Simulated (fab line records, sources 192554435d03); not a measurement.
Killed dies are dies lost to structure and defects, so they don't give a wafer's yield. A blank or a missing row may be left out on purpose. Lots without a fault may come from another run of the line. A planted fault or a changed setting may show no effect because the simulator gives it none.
Split-lot experiment | flow n5_finfet | 7 lots, 21 wafers read, on a route of 1938 steps

THE SPLIT
At N5_BEOL_M9_COAT_75 (time 60 s, resist thk 5 nm), the setting spin_rpm was moved away from the recipe's 1500 rpm on 9 of the 21 wafers read, by -8.5% to +11.1%. The other wafers ran this setting at the recipe's value.

FROM THE SPLIT TO THE READING: what the file shows between them, 3 steps
- N5_BEOL_M9_COAT_22: resist thk 30 nm
- N5_BEOL_M9_EBR_24
- N5_BEOL_M9_DESCUM_33: chemistry O2, time 7 s

THE READING
etch.depth_nm (the simulator's own value, which no gauge read), in nm, at N5_BEOL_M9_ETCH_76 (etches underlayer in N2/H2, target depth 6.5 nm, time 5.2 s). The file gives no usual value for it. The 12 wafers here that ran the recipe average 4.991 nm, standard deviation 0.014 nm.

wafer  | tool, chamber at the split | spin_rpm as run, rpm | against the recipe | etch.depth_nm, nm | against lot-mates on the recipe
L074.2 | litho_track-04, 0          | 1394                 | -7.1%              | 5.168             | +0.195
L074.4 | litho_track-04, 0          | 1500                 | recipe             | 4.968             | -
L074.6 | litho_track-04, 0          | 1500                 | recipe             | 4.979             | -
L076.1 | litho_track-01, 0          | 1500                 | recipe             | 5.009             | -
L076.2 | litho_track-01, 0          | 1500                 | recipe             | 4.988             | -
L076.4 | litho_track-01, 0          | 1500                 | recipe             | 4.996             | -
L077.1 | litho_track-04, 0          | 1372                 | -8.5%              | 5.223             | +0.236
L077.2 | litho_track-04, 0          | 1500                 | recipe             | 4.987             | -
L077.6 | litho_track-04, 0          | 1372                 | -8.5%              | 5.215             | +0.228
L085.1 | litho_track-04, 0          | 1667                 | +11.1%             | 4.735             | -0.252
L085.5 | litho_track-04, 0          | 1667                 | +11.1%             | 4.73              | -0.257
L085.6 | litho_track-04, 0          | 1500                 | recipe             | 4.987             | -
L089.1 | litho_track-05, 0          | 1500                 | recipe             | 5.002             | -
L089.3 | litho_track-05, 0          | 1500                 | recipe             | 5.006             | -
L089.6 | litho_track-05, 0          | 1500                 | recipe             | 5.006             | -
L095.1 | litho_track-01, 0          | 1500                 | recipe             | 4.967             | -
L095.2 | litho_track-01, 0          | 1380                 | -8.0%              | 5.176             | +0.209
L095.6 | litho_track-01, 0          | 1380                 | -8.0%              | 5.172             | +0.205
L096.1 | litho_track-04, 0          | 1500                 | recipe             | 4.995             | -
L096.4 | litho_track-04, 0          | 1406                 | -6.3%              | 5.146             | +0.151
L096.5 | litho_track-04, 0          | 1406                 | -6.3%              | 5.138             | +0.143

THE FIT
A straight line over all 21 wafers: etch.depth_nm changes by -0.0241 nm for each +1% of spin_rpm; r = -0.99; the points scatter about the line by 0.014 nm.
The same after taking each lot's own level away (the mean of its wafers on the recipe; 21 wafers): -0.0246 nm for each +1%; r = -1.00; scatter 0.011 nm.
On that fit, the largest move of spin_rpm shifts the reading by 0.27 nm.
The lots' own levels span 4.9670 to 5.0047 nm, that is 2.8 times the standard deviation above.
So the lot-to-lot level changes the slope little: the two slopes agree.
Check: with one of the wafers moved furthest among these (+11.1%) left out of the fit, the line predicts -0.276 nm for it against its lot-mates. It came out at -0.252 nm against them.

THE WHOLE CHAIN: every reading that the file lists as answering this split, in the file's order
step               | what it does                                                | reading                                                                            | change (the file's fit)                | r (the file's)
N5_BEOL_M9_ETCH_76 | etches underlayer in N2/H2, target depth 6.5 nm, time 5.2 s | CAR-EUV_of_BEOL_M9_COAT_22.thk_nm (the simulator's own value, which no gauge read) | +0.0302 nm for each +1% of the setting | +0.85
N5_BEOL_M9_ETCH_76 | etches underlayer in N2/H2, target depth 6.5 nm, time 5.2 s | etch.depth_nm (the simulator's own value, which no gauge read)                     | -0.0251 nm for each +1% of the setting | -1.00

THE FILE'S OWN FIT
etch.depth_nm changes by -0.0251 nm for each +1% of spin_rpm, r = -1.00.
